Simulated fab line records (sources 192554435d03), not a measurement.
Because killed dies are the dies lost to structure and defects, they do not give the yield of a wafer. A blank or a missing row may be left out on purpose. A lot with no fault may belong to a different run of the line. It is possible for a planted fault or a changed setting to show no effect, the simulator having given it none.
fab line records	flow n5_finfet
[record] lots = 24	wafers = 72	last_day = 17
route steps=1938 shown BEOL_M2@889
lots with no fault: from the same line, run without faults
start_h: hours from the record's first day to the start of the lot's first wafer shown	wait_h: hours from the lot's prior step to this one	" the same as in the row above	L1.1+2: a single row standing in for several wafers	- no value, or no start given	* or withheld: withheld	< > ~ a bound
route shown NAME@n: names a module that has steps shown in the file, with the first one's number in the route	usual: mean/standard deviation of fault-free wafers	same: alike in all rows	chamber/n: place in a boat	sites: per-site readings	_std_site: their standard deviation	_edge_site: mean of outer sites minus mean of inner sites	radius_mm: how far each site lies from the wafer's centre	mask NAME#n: copy n	behind: tool/chamber where the wafer was last shaped	hold: the reason the lot was held/the length of the hold in hours/how it ended	device: the transistor (n, p or np) that didn't switch	end of line: the route-end tests of the same wafers	step lacking rows: just its recipe	killed: at the first sort, the dies lost to defects and structure; wafer yield is something else	map: per-die view of a wafer (x killed, . not killed, _ where there is no die)
set.NAME: the setting that was run; set.NAME@STEP: the one run at that earlier step	model.NAME: the simulator's own value behind a step, which no gauge read
the route's steps for a sample of lots (tables are steps, rows are wafers)
services: the hour from which a tool's chamber was out of use, counted from the record's first day as start_h (under 0 if before that day), plus the number of hours and why
[[steps]]
[step N5_BEOL_M2_STRIP_36]
[recipe] chemistry = N2/H2	power_w = 450	temp_c = 40	pressure_mtorr = 20	rf_frequency_hz = 6e+07	overash_fraction = 0.3	bias_power_w = 7	h2_frac = 0.5	n2_flow_sccm = 200	h2_flow_sccm = 200
[usual] drypump_motor_current_A = 5.7/0.43	h2_flow_sccm = 200.0/0.57	oes_product_au = 0.80/0.082	rf_vpp_V = 59.2/1.4	showerhead_plenum_p_Torr = 2.55/0.08	throttle_valve_pct = 23.78/0.25
[same] overash_fraction = 0.3
lot.wafer	tool	chamber	start_h	wait_h	drypump_motor_current_A	h2_flow_sccm	oes_product_au	rf_hours_counter_h	rf_vpp_V	showerhead_plenum_p_Torr	throttle_valve_pct
L074.2	rie_diel-03	1	134.98	0.0	6.2	198.8	0.71	215	57.5	2.52	24.26
L074.5	"	0	"	"	5.4	200.5	0.72	-	59.6	2.40	23.54
L074.6	"	3	"	"	6.2	199.6	0.88	-	59.6	2.59	23.54
L075.1	rie_diel-02	3	144.49	0.0	5.1	200.4	0.85	44	60.6	2.58	23.71
L075.2	"	2	"	"	5.7	198.9	0.90	32	59.1	2.48	23.72
L075.4	"	1	"	"	6.2	200.1	0.77	109	60.5	2.57	23.76
L076.1	rie_diel-03	2	146.96	0.0	5.5	199.7	0.79	119	60.2	2.66	23.94
L076.2	"	0	"	"	5.4	199.6	0.71	223	60.6	2.40	23.57
L076.4	"	3	"	"	6.2	200.4	0.87	67	57.9	2.59	23.59
L077.1	rie_diel-02	0	152.69	0.0	5.2	200.4	0.96	11	57.6	2.49	23.63
L077.4	"	1	"	"	6.2	199.7	0.77	112	57.6	2.57	23.77
L077.6	"	0	"	"	5.2	199.9	0.96	-	59.4	2.49	23.62
L078.1	rie_diel-03	1	163.66	0.0	6.2	200.4	0.72	223	59.8	2.52	24.29
L078.3	"	2	"	"	5.5	199.5	0.77	125	58.6	2.66	23.95
L078.5	"	2	"	"	5.6	199.9	0.78	-	61.3	2.66	23.95
L079.3	rie_diel-03	2	169.13	0.0	5.5	199.4	0.78	127	57.6	2.66	24.01
L079.4	"	1	"	"	6.2	200.4	0.70	225	58.2	2.52	24.29
L079.6	"	0	"	"	5.4	199.2	0.71	-	57.2	2.39	23.55
L080.1	rie_diel-03	0	181.58	0.0	5.3	200.8	0.71	234	57.8	2.39	23.57
L080.2	"	2	"	"	5.5	200.7	0.78	132	59.9	2.66	23.97
L080.6	"	3	"	"	6.2	200.3	0.84	-	60.6	2.58	23.56
L081.3	rie_diel-02	3	184.55	0.0	5.1	200.6	0.83	59	56.6	2.57	23.72
L081.5	"	0	"	"	5.2	200.4	0.93	-	57.8	2.49	23.62
L081.6	"	3	"	"	5.1	200.3	0.82	-	56.9	2.57	23.74
L082.1	rie_diel-02	3	187.38	0.0	5.1	199.9	0.82	60	60.5	2.57	23.78
L082.3	"	2	"	"	5.7	200.3	0.88	48	56.6	2.47	23.78
L082.6	"	0	"	"	5.2	200.2	0.93	-	58.2	2.49	23.65
L083.2	rie_diel-03	0	192.38	0.0	5.4	199.8	0.71	239	60.1	2.39	23.59
L083.5	"	1	"	"	6.2	200.2	0.70	-	59.3	2.51	24.28
L083.6	"	2	"	"	5.5	199.3	0.76	-	59.3	2.66	23.98
L084.1	rie_diel-06	0	204.19	0.0	5.8	200.8	0.69	223	58.5	2.52	23.50
L084.2	"	3	"	"	4.9	200.0	0.91	25	59.2	2.47	23.61
L084.5	"	1	"	"	5.4	199.7	0.68	-	59.2	2.63	24.12
L085.2	rie_diel-02	3	211.28	0.0	5.1	200.5	0.81	70	61.1	2.57	23.80
L085.4	"	0	"	"	5.2	199.4	0.89	35	60.1	2.48	23.67
L085.5	"	0	"	"	5.2	200.2	0.90	-	58.6	2.48	23.66
L086.1	rie_diel-06	1	216.20	0.0	5.3	200.1	0.68	211	60.0	2.63	24.12
L086.2	"	0	"	"	5.8	200.0	0.71	227	58.4	2.52	23.52
L086.6	"	2	"	"	5.4	200.7	0.89	-	58.6	2.70	23.47
L087.1	rie_diel-03	2	225.68	0.0	5.5	200.6	0.75	149	57.7	2.65	23.99
L087.3	"	1	"	"	6.2	199.7	0.69	247	61.5	2.51	24.35
L087.4	"	1	"	"	6.2	199.3	0.68	-	60.2	2.51	24.31
L088.1	rie_diel-02	2	230.66	0.0	5.7	199.8	0.86	65	55.9	2.46	23.78
L088.4	"	3	"	"	5.1	201.0	0.80	76	60.1	2.57	23.79
L088.5	"	0	"	"	5.2	200.4	0.90	-	58.4	2.48	23.67
L089.1	rie_diel-03	3	230.70	0.0	6.2	200.4	0.82	99	59.9	2.57	23.62
L089.2	"	2	"	"	5.5	199.3	0.76	151	59.6	2.65	23.98
L089.6	"	3	"	"	6.2	200.3	0.81	-	59.5	2.57	23.60
L090.1	rie_diel-03	2	234.49	0.0	5.5	199.2	0.76	153	60.4	2.65	23.99
L090.3	"	1	"	"	6.2	200.1	0.68	252	59.4	2.50	24.30
L090.6	"	1	"	"	6.2	200.1	0.69	-	58.7	2.50	24.32
L091.2	rie_diel-02	0	237.51	0.0	5.2	199.2	0.88	44	58.3	2.48	23.64
L091.4	"	3	"	"	5.1	199.6	0.80	80	62.4	2.57	23.75
L091.5	"	1	"	"	6.1	201.3	0.74	-	62.4	2.56	23.82
L092.2	rie_diel-03	3	250.94	0.0	6.2	200.0	0.81	110	59.3	2.57	23.61
L092.4	"	2	"	"	5.5	199.7	0.75	-	60.0	2.65	24.00
L092.5	"	3	"	"	6.2	199.8	0.81	-	57.9	2.57	23.61
L093.1	rie_diel-02	0	253.91	0.0	5.2	200.9	0.89	51	59.5	2.48	23.67
L093.4	"	2	"	"	5.7	199.7	0.84	75	59.6	2.46	23.81
L093.6	"	0	"	"	5.2	200.1	0.89	-	57.6	2.48	23.70
L094.3	rie_diel-02	2	268.00	0.0	5.7	200.0	0.84	81	57.0	2.46	23.80
L094.5	"	1	"	"	6.2	201.3	0.72	-	58.6	2.55	23.82
L094.6	"	2	"	"	5.7	199.5	0.84	-	60.5	2.46	23.79
L095.3	rie_diel-06	1	268.03	0.0	5.3	200.6	0.68	224	59.9	2.62	24.16
L095.5	"	2	"	"	5.4	201.0	0.88	-	59.7	2.69	23.50
L095.6	"	1	"	"	5.3	199.7	0.69	-	59.0	2.62	24.11
L096.1	rie_diel-02	0	268.49	0.0	5.3	200.9	0.88	57	61.1	2.47	23.67
L096.4	"	2	"	"	5.8	199.7	0.84	81	60.2	2.46	23.81
L096.5	"	2	"	"	5.7	199.3	0.83	-	60.5	2.46	23.77
L097.3	rie_diel-03	3	280.91	0.0	6.2	199.9	0.79	122	60.5	2.56	23.65
L097.4	"	2	"	"	5.5	200.2	0.74	175	60.0	2.64	24.04
L097.5	"	0	"	"	5.4	200.1	0.96	-	60.2	2.70	23.29
[step N5_BEOL_M2_CD_MEAS_35]
[recipe] target_cd_nm = 18	target_cd_y_nm = 22.2	polarity = opening
[usual] cd_nm = 18.1/0.37
lot.wafer	tool	chamber	start_h	wait_h	cd_nm
L074.2	cd_sem-02	-	135.33	0.0	18.4
L074.5	"	-	"	"	17.8
L074.6	"	-	"	"	18.0
L075.1	cd_sem-03	-	144.83	0.0	18.2
L075.2	"	-	"	"	18.1
L075.4	"	-	"	"	18.0
L076.1	cd_sem-01	-	147.31	0.0	17.9
L076.2	"	-	"	"	18.3
L076.4	"	-	"	"	17.8
L077.1	cd_sem-02	-	153.04	0.0	18.1
L077.4	"	-	"	"	17.8
L077.6	"	-	"	"	18.2
L078.1	cd_sem-01	-	164.00	0.0	18.6
L078.3	"	-	"	"	18.8
L078.5	"	-	"	"	18.1
L079.3	cd_sem-01	-	169.48	0.0	18.1
L079.4	"	-	"	"	17.5
L079.6	"	-	"	"	18.1
L080.1	cd_sem-02	-	181.92	0.0	17.4
L080.2	"	-	"	"	17.9
L080.6	"	-	"	"	18.2
L081.3	cd_sem-02	-	184.90	0.0	17.7
L081.5	"	-	"	"	19.1
L081.6	"	-	"	"	17.8
L082.1	cd_sem-01	-	187.72	0.0	18.3
L082.3	"	-	"	"	18.5
L082.6	"	-	"	"	18.5
L083.2	cd_sem-03	-	192.73	0.0	17.5
L083.5	"	-	"	"	18.0
L083.6	"	-	"	"	18.0
L084.1	cd_sem-02	-	204.54	0.0	17.8
L084.2	"	-	"	"	18.1
L084.5	"	-	"	"	18.2
L085.2	cd_sem-03	-	211.64	0.0	17.7
L085.4	"	-	"	"	17.3
L085.5	"	-	"	"	17.9
L086.1	cd_sem-02	-	216.55	0.0	18.1
L086.2	"	-	"	"	17.8
L086.6	"	-	"	"	17.3
L087.1	cd_sem-02	-	226.02	0.0	17.4
L087.3	"	-	"	"	18.0
L087.4	"	-	"	"	18.2
L088.1	cd_sem-03	-	231.01	0.0	17.4
L088.4	"	-	"	"	17.9
L088.5	"	-	"	"	17.6
L089.1	cd_sem-02	-	231.05	0.0	18.3
L089.2	"	-	"	"	17.8
L089.6	"	-	"	"	17.7
L090.1	cd_sem-01	-	234.85	0.0	18.3
L090.3	"	-	"	"	18.7
L090.6	"	-	"	"	18.2
L091.2	cd_sem-01	-	237.86	0.0	18.0
L091.4	"	-	"	"	17.9
L091.5	"	-	"	"	17.4
L092.2	cd_sem-03	-	251.29	0.0	18.1
L092.4	"	-	"	"	18.5
L092.5	"	-	"	"	17.9
L093.1	cd_sem-01	-	254.26	0.0	18.4
L093.4	"	-	"	"	18.0
L093.6	"	-	"	"	18.8
L094.3	cd_sem-03	-	268.34	0.0	18.0
L094.5	"	-	"	"	17.8
L094.6	"	-	"	"	18.2
L095.3	cd_sem-02	-	268.38	0.0	18.4
L095.5	"	-	"	"	18.3
L095.6	"	-	"	"	18.2
L096.1	cd_sem-01	-	268.83	0.0	18.8
L096.4	"	-	"	"	18.1
L096.5	"	-	"	"	18.0
L097.3	cd_sem-01	-	281.26	0.0	17.7
L097.4	"	-	"	"	17.6
L097.5	"	-	"	"	18.2
[step N5_BEOL_M2_ALD_84]
[recipe] material = TaN	target_thk_a = *	temp_c = 275	ald_precursor_family = PDMAT	ald_co_reactant = NH3	pressure_torr = 3	carrier_flow_sccm = 1500	pulse_time_s = 2	purge_time_s = 3	co_reactant_purge_time_s = 2	co_reactant_pulse_time_s = 3	ald_cycles = 30	precursor_vessel_temp_c = 75	precursor_vessel_pressure_torr = 26.25	precursor_vessel_carrier_sccm = 1000
[usual] chamber_pressure_Torr = 3.000/0.0067	heater_power_w = 437/45	susceptor_temp_C = 275.02/0.18
lot.wafer	tool	chamber	start_h	wait_h	chamber_pressure_Torr	heater_power_w	susceptor_temp_C
L074.2	ald_metal-02	0	135.47	0.0	3.003	455	274.87
L074.5	"	3	"	"	2.995	483	275.22
L074.6	"	0	"	"	2.992	469	274.96
L075.1	ald_metal-04	1	145.52	0.2	3.006	410	274.92
L075.2	"	0	"	"	3.004	440	275.05
L075.4	"	3	"	"	3.008	455	275.00
L076.1	ald_metal-02	2	148.21	0.0	2.993	473	275.00
L076.2	"	1	"	"	3.009	396	275.09
L076.4	"	0	"	"	3.015	468	275.22
L077.1	ald_metal-04	2	153.18	0.0	2.996	364	274.69
L077.4	"	3	"	"	3.003	453	275.05
L077.6	"	0	"	"	3.000	446	275.22
L078.1	ald_metal-04	3	164.43	0.1	3.000	444	275.22
L078.3	"	2	"	"	2.997	360	275.12
L078.5	"	3	"	"	3.003	452	274.89
L079.3	ald_metal-04	3	169.62	0.0	3.015	453	274.83
L079.4	"	1	"	"	3.002	410	275.22
L079.6	"	2	"	"	3.003	359	275.06
L080.1	ald_metal-04	1	182.37	0.1	3.007	414	274.89
L080.2	"	0	"	"	2.996	454	275.04
L080.6	"	1	"	"	3.008	402	275.07
L081.3	ald_metal-01	1	185.36	0.0	3.004	379	274.98
L081.5	"	0	"	"	3.002	449	274.78
L081.6	"	1	"	"	3.007	370	275.07
L082.1	ald_metal-02	1	187.97	0.1	2.989	406	274.91
L082.3	"	2	"	"	3.001	460	275.06
L082.6	"	3	"	"	3.009	485	274.89
L083.2	ald_metal-02	0	193.19	0.1	3.001	464	274.94
L083.5	"	0	"	"	3.001	462	274.84
L083.6	"	3	"	"	2.997	476	275.00
L084.1	ald_metal-02	2	204.90	0.2	3.005	468	275.29
L084.2	"	1	"	"	3.006	391	274.88
L084.5	"	2	"	"	2.992	466	274.99
L085.2	ald_metal-02	2	211.99	0.0	2.992	458	275.01
L085.4	"	0	"	"	3.001	470	274.90
L085.5	"	0	"	"	2.994	474	274.93
L086.1	ald_metal-02	1	217.46	0.3	2.992	395	275.35
L086.2	"	3	"	"	2.997	490	275.26
L086.6	"	3	"	"	2.998	471	274.99
L087.1	ald_metal-02	3	226.39	0.1	2.999	481	275.11
L087.3	"	1	"	"	2.996	406	275.25
L087.4	"	0	"	"	2.988	461	275.41
L088.1	ald_metal-02	2	231.80	0.0	3.004	463	275.18
L088.4	"	1	"	"	2.996	396	275.30
L088.5	"	2	"	"	2.992	456	275.38
L089.1	ald_metal-04	0	232.00	0.1	3.007	442	275.14
L089.2	"	2	"	"	2.997	365	275.12
L089.6	"	1	"	"	2.990	408	274.97
L090.1	ald_metal-04	3	235.28	0.1	3.004	430	275.06
L090.3	"	2	"	"	2.995	374	274.97
L090.6	"	3	"	"	2.991	448	275.19
L091.2	ald_metal-02	2	238.40	0.0	3.001	459	274.98
L091.4	"	0	"	"	3.015	460	274.66
L091.5	"	1	"	"	2.985	399	274.80
L092.2	ald_metal-02	0	251.43	0.0	3.000	462	274.92
L092.4	"	2	"	"	3.009	456	274.95
L092.5	"	2	"	"	3.006	463	275.07
L093.1	ald_metal-04	2	254.65	0.0	3.002	368	275.22
L093.4	"	1	"	"	3.002	410	275.00
L093.6	"	0	"	"	3.009	438	274.50
L094.3	ald_metal-04	2	268.89	0.0	3.004	355	274.85
L094.5	"	3	"	"	3.004	443	274.94
L094.6	"	2	"	"	3.007	373	274.91
L095.3	ald_metal-01	3	268.99	0.1	3.005	468	275.02
L095.5	"	2	"	"	2.995	599	275.00
L095.6	"	1	"	"	3.001	363	275.28
L096.1	ald_metal-04	0	269.13	0.0	3.011	453	275.10
L096.4	"	3	"	"	3.003	460	275.14
L096.5	"	0	"	"	2.997	443	275.23
L097.3	ald_metal-04	1	281.66	0.0	2.999	419	274.92
L097.4	"	0	"	"	3.007	446	274.91
L097.5	"	3	"	"	2.991	447	275.20
[step N5_BEOL_M2_ANNEAL_49]
[recipe] temp_c = 400	time_s = 240	ambient = vacuum
[usual] heater_power_w = 841/87	susceptor_temp_C = 399.97/0.22
[same] time_s = 240
lot.wafer	tool	chamber	start_h	wait_h	heater_power_w	susceptor_temp_C
L074.2	pvd_sputter-01	-	136.16	0.0	814	400.16
L074.5	"	-	"	"	944	400.04
L074.6	"	-	"	"	977	400.37
L075.1	pvd_sputter-01	-	146.88	0.0	991	399.89
L075.2	"	-	"	"	800	399.74
L075.4	"	-	"	"	956	399.97
L076.1	pvd_sputter-02	-	148.88	0.0	771	400.02
L076.2	"	-	"	"	935	399.80
L076.4	"	-	"	"	863	400.26
L077.1	pvd_sputter-02	-	154.08	0.0	881	400.06
L077.4	"	-	"	"	772	399.68
L077.6	"	-	"	"	950	400.10
L078.1	pvd_sputter-01	-	164.99	0.0	819	400.02
L078.3	"	-	"	"	946	400.01
L078.5	"	-	"	"	931	399.92
L079.3	pvd_sputter-01	-	170.18	0.0	799	399.99
L079.4	"	-	"	"	968	400.23
L079.6	"	-	"	"	804	400.07
L080.1	pvd_sputter-02	-	183.18	0.0	943	399.59
L080.2	"	-	"	"	777	400.05
L080.6	"	-	"	"	870	399.88
L081.3	pvd_sputter-03	-	185.95	0.0	779	400.00
L081.5	"	-	"	"	875	400.27
L081.6	"	-	"	"	801	400.15
L082.1	pvd_sputter-01	-	188.87	0.0	817	399.84
L082.3	"	-	"	"	1017	400.14
L082.6	"	-	"	"	988	400.15
L083.2	pvd_sputter-03	-	193.91	0.0	870	400.45
L083.5	"	-	"	"	728	399.90
L083.6	"	-	"	"	895	400.38
L084.1	pvd_sputter-03	-	205.43	0.0	725	399.74
L084.2	"	-	"	"	742	399.55
L084.5	"	-	"	"	780	399.91
L085.2	pvd_sputter-03	-	212.56	0.0	788	400.17
L085.4	"	-	"	"	879	400.01
L085.5	"	-	"	"	782	399.96
L086.1	pvd_sputter-02	-	218.27	0.0	884	400.05
L086.2	"	-	"	"	731	399.84
L086.6	"	-	"	"	925	400.11
L087.1	pvd_sputter-03	-	228.92	0.0	766	400.06
L087.3	"	-	"	"	872	399.75
L087.4	"	-	"	"	718	400.14
L088.1	pvd_sputter-02	-	232.53	0.0	860	400.12
L088.4	"	-	"	"	729	399.91
L088.5	"	-	"	"	886	400.22
L089.1	pvd_sputter-03	-	232.74	0.0	720	400.07
L089.2	"	-	"	"	779	399.85
L089.6	"	-	"	"	787	399.84
L090.1	pvd_sputter-01	-	235.89	0.0	933	399.68
L090.3	"	-	"	"	808	400.10
L090.6	"	-	"	"	805	400.01
L091.2	pvd_sputter-01	-	239.13	0.0	818	399.64
L091.4	"	-	"	"	985	399.66
L091.5	"	-	"	"	802	399.71
L092.2	pvd_sputter-01	-	252.25	0.0	956	399.82
L092.4	"	-	"	"	799	400.08
L092.5	"	-	"	"	944	400.08
L093.1	pvd_sputter-02	-	255.23	0.0	930	400.15
L093.4	"	-	"	"	904	399.82
L093.6	"	-	"	"	931	400.09
L094.3	pvd_sputter-03	-	269.51	0.0	745	399.90
L094.5	"	-	"	"	731	399.67
L094.6	"	-	"	"	795	400.14
L095.3	pvd_sputter-01	-	269.52	0.0	987	399.70
L095.5	"	-	"	"	839	399.74
L095.6	"	-	"	"	945	399.80
L096.1	pvd_sputter-01	-	271.36	0.0	1005	399.91
L096.4	"	-	"	"	797	400.01
L096.5	"	-	"	"	1006	400.23
L097.3	pvd_sputter-03	-	282.39	0.0	874	400.20
L097.4	"	-	"	"	772	400.04
L097.5	"	-	"	"	881	400.21
[step N5_BEOL_M2_SPUTTER_92]
[recipe] material = Cu	target_thk_a = 45	temp_c = -20	chamber_pressure_pa = 0.07	power_w = withheld	time_s = 8.29
[usual] susceptor_temp_C = -19.99/0.1	throttle_valve_pct = 30.3/1.1
[same] time_s = 8.29
lot.wafer	tool	chamber	start_h	wait_h	susceptor_temp_C	throttle_valve_pct
L074.2	pvd_sputter-01	-	137.40	0.1	-19.98	30.7
L074.5	"	-	"	"	-19.95	30.3
L074.6	"	-	"	"	-19.77	30.3
L075.1	pvd_sputter-01	-	148.12	0.1	-20.08	30.5
L075.2	"	-	"	"	-19.90	33.1
L075.4	"	-	"	"	-20.03	30.1
L076.1	pvd_sputter-02	-	150.12	0.1	-19.98	29.2
L076.2	"	-	"	"	-20.00	29.9
L076.4	"	-	"	"	-20.11	30.1
L077.1	pvd_sputter-02	-	155.32	0.1	-19.91	30.1
L077.4	"	-	"	"	-20.13	29.5
L077.6	"	-	"	"	-20.01	30.4
L078.1	pvd_sputter-01	-	166.23	0.1	-19.78	33.2
L078.3	"	-	"	"	-20.03	30.5
L078.5	"	-	"	"	-19.96	30.2
L079.3	pvd_sputter-01	-	171.42	0.1	-19.94	30.7
L079.4	"	-	"	"	-19.84	30.4
L079.6	"	-	"	"	-19.94	33.1
L080.1	pvd_sputter-02	-	184.42	0.1	-20.01	30.4
L080.2	"	-	"	"	-20.18	29.4
L080.6	"	-	"	"	-20.22	29.7
L081.3	pvd_sputter-03	-	187.19	0.1	-20.03	30.1
L081.5	"	-	"	"	-19.97	29.3
L081.6	"	-	"	"	-20.02	30.4
L082.1	pvd_sputter-01	-	190.11	0.1	-19.95	30.6
L082.3	"	-	"	"	-19.88	30.6
L082.6	"	-	"	"	-20.07	30.4
L083.2	pvd_sputter-03	-	195.15	0.1	-20.09	29.1
L083.5	"	-	"	"	-20.21	30.3
L083.6	"	-	"	"	-20.18	29.0
L084.1	pvd_sputter-03	-	206.67	0.1	-20.04	30.0
L084.2	"	-	"	"	-20.05	29.6
L084.5	"	-	"	"	-19.99	30.2
L085.2	pvd_sputter-03	-	213.80	0.1	-19.95	30.6
L085.4	"	-	"	"	-20.06	29.0
L085.5	"	-	"	"	-20.01	30.4
L086.1	pvd_sputter-02	-	219.51	0.1	-20.05	29.9
L086.2	"	-	"	"	-19.85	28.9
L086.6	"	-	"	"	-19.95	30.0
L087.1	pvd_sputter-03	-	230.16	0.1	-19.95	29.7
L087.3	"	-	"	"	-20.12	29.2
L087.4	"	-	"	"	-19.87	30.1
L088.1	pvd_sputter-02	-	233.77	0.1	-19.87	29.9
L088.4	"	-	"	"	-19.87	29.1
L088.5	"	-	"	"	-19.83	29.9
L089.1	pvd_sputter-03	-	233.98	0.1	-20.06	30.5
L089.2	"	-	"	"	-20.02	30.5
L089.6	"	-	"	"	-19.81	30.3
L090.1	pvd_sputter-01	-	237.13	0.1	-20.10	30.2
L090.3	"	-	"	"	-19.97	33.0
L090.6	"	-	"	"	-19.88	32.8
L091.2	pvd_sputter-01	-	240.37	0.1	-19.98	30.3
L091.4	"	-	"	"	-20.02	30.6
L091.5	"	-	"	"	-19.99	30.7
L092.2	pvd_sputter-01	-	253.49	0.1	-19.97	30.2
L092.4	"	-	"	"	-19.98	33.4
L092.5	"	-	"	"	-20.06	30.4
L093.1	pvd_sputter-02	-	256.47	0.1	-20.02	30.5
L093.4	"	-	"	"	-19.96	29.8
L093.6	"	-	"	"	-19.93	30.3
L094.3	pvd_sputter-03	-	270.75	0.1	-20.23	30.4
L094.5	"	-	"	"	-20.12	29.5
L094.6	"	-	"	"	-19.72	30.1
L095.3	pvd_sputter-01	-	270.76	0.1	-20.14	30.8
L095.5	"	-	"	"	-20.00	30.8
L095.6	"	-	"	"	-19.83	30.3
L096.1	pvd_sputter-01	-	272.60	0.1	-19.93	30.9
L096.4	"	-	"	"	-19.99	30.6
L096.5	"	-	"	"	-19.95	30.5
L097.3	pvd_sputter-03	-	283.63	0.1	-19.94	29.2
L097.4	"	-	"	"	-19.88	30.2
L097.5	"	-	"	"	-20.02	29.1
[step N5_BEOL_M2_ANNEAL_93]
[recipe] temp_c = 400	time_s = 240	ambient = vacuum
[usual] heater_power_w = 841/90	susceptor_temp_C = 400.00/0.22
[same] time_s = 240
lot.wafer	tool	chamber	start_h	wait_h	heater_power_w	susceptor_temp_C
L074.2	pvd_sputter-01	-	137.48	0.0	809	399.82
L074.5	"	-	"	"	955	399.88
L074.6	"	-	"	"	1007	400.00
L075.1	pvd_sputter-01	-	148.20	0.0	987	399.90
L075.2	"	-	"	"	814	400.15
L075.4	"	-	"	"	944	400.37
L076.1	pvd_sputter-02	-	150.20	0.0	815	400.31
L076.2	"	-	"	"	946	400.08
L076.4	"	-	"	"	905	400.06
L077.1	pvd_sputter-02	-	155.40	0.0	877	400.07
L077.4	"	-	"	"	784	399.62
L077.6	"	-	"	"	931	400.04
L078.1	pvd_sputter-01	-	166.31	0.0	812	400.01
L078.3	"	-	"	"	954	400.35
L078.5	"	-	"	"	982	400.54
L079.3	pvd_sputter-01	-	171.50	0.0	822	400.34
L079.4	"	-	"	"	950	400.06
L079.6	"	-	"	"	799	400.09
L080.1	pvd_sputter-02	-	184.50	0.0	907	399.97
L080.2	"	-	"	"	784	399.96
L080.6	"	-	"	"	880	399.97
L081.3	pvd_sputter-03	-	187.27	0.0	770	400.29
L081.5	"	-	"	"	873	399.92
L081.6	"	-	"	"	786	400.31
L082.1	pvd_sputter-01	-	190.19	0.0	827	399.97
L082.3	"	-	"	"	1013	399.82
L082.6	"	-	"	"	1013	399.99
L083.2	pvd_sputter-03	-	195.23	0.0	881	400.10
L083.5	"	-	"	"	715	400.25
L083.6	"	-	"	"	867	400.02
L084.1	pvd_sputter-03	-	206.75	0.0	730	399.89
L084.2	"	-	"	"	751	400.15
L084.5	"	-	"	"	778	400.10
L085.2	pvd_sputter-03	-	213.88	0.0	771	399.54
L085.4	"	-	"	"	881	400.23
L085.5	"	-	"	"	784	399.53
L086.1	pvd_sputter-02	-	219.59	0.0	854	399.91
L086.2	"	-	"	"	721	399.92
L086.6	"	-	"	"	924	399.74
L087.1	pvd_sputter-03	-	230.24	0.0	741	399.95
L087.3	"	-	"	"	875	399.79
L087.4	"	-	"	"	717	399.94
L088.1	pvd_sputter-02	-	233.85	0.0	884	399.57
L088.4	"	-	"	"	698	399.63
L088.5	"	-	"	"	861	399.82
L089.1	pvd_sputter-03	-	234.06	0.0	742	400.14
L089.2	"	-	"	"	800	400.04
L089.6	"	-	"	"	758	399.83
L090.1	pvd_sputter-01	-	237.21	0.0	941	400.03
L090.3	"	-	"	"	797	399.96
L090.6	"	-	"	"	835	400.15
L091.2	pvd_sputter-01	-	240.45	0.0	807	399.74
L091.4	"	-	"	"	978	400.13
L091.5	"	-	"	"	801	400.15
L092.2	pvd_sputter-01	-	253.57	0.0	944	400.16
L092.4	"	-	"	"	812	400.11
L092.5	"	-	"	"	955	399.74
L093.1	pvd_sputter-02	-	256.55	0.0	934	399.90
L093.4	"	-	"	"	887	400.53
L093.6	"	-	"	"	933	399.58
L094.3	pvd_sputter-03	-	270.83	0.0	736	400.16
L094.5	"	-	"	"	754	400.18
L094.6	"	-	"	"	795	399.85
L095.3	pvd_sputter-01	-	270.84	0.0	1011	400.12
L095.5	"	-	"	"	824	400.05
L095.6	"	-	"	"	960	400.03
L096.1	pvd_sputter-01	-	272.68	0.0	1001	399.77
L096.4	"	-	"	"	813	399.70
L096.5	"	-	"	"	1034	399.79
L097.3	pvd_sputter-03	-	283.71	0.0	875	399.94
L097.4	"	-	"	"	780	399.64
L097.5	"	-	"	"	873	400.26
[[services]]
tool	chamber	start_h	hours	kind
ald_metal-04	-	111.78	6.0	pm
ald_metal-01	-	118.24	1.3	repair
ald_metal-02	-	120.90	2.0	repair
rie_diel-06	1	126.45	1.2	repair
pvd_sputter-03	-	136.53	4.5	repair
ald_metal-02	-	139.38	8.7	pm
ald_metal-04	1	150.24	13.8	repair
ald_metal-04	3	173.96	39.0	repair
ald_metal-02	-	175.93	6.0	pm
rie_diel-06	-	178.23	14.6	pm
ald_metal-02	1	192.06	3.8	repair
rie_diel-06	2	210.88	4.2	repair
rie_diel-03	0	221.15	-	clean
rie_diel-03	0	221.15	-	consumable_replace:focus_ring
rie_diel-03	0	221.15	-	consumable_replace:showerhead
rie_diel-03	0	221.15	18.5	scheduled_down
rie_diel-03	0	221.15	18.5	vent_cycle
rie_diel-03	1	239.65	-	clean
rie_diel-03	1	239.65	-	consumable_replace:focus_ring
rie_diel-03	1	239.65	15.2	scheduled_down
ald_metal-04	-	245.53	8.7	pm
rie_diel-06	-	246.45	15.6	pm
ald_metal-01	-	259.18	2.8	pm
rie_diel-03	1	272.43	3.8	repair
[[key]]
fault none
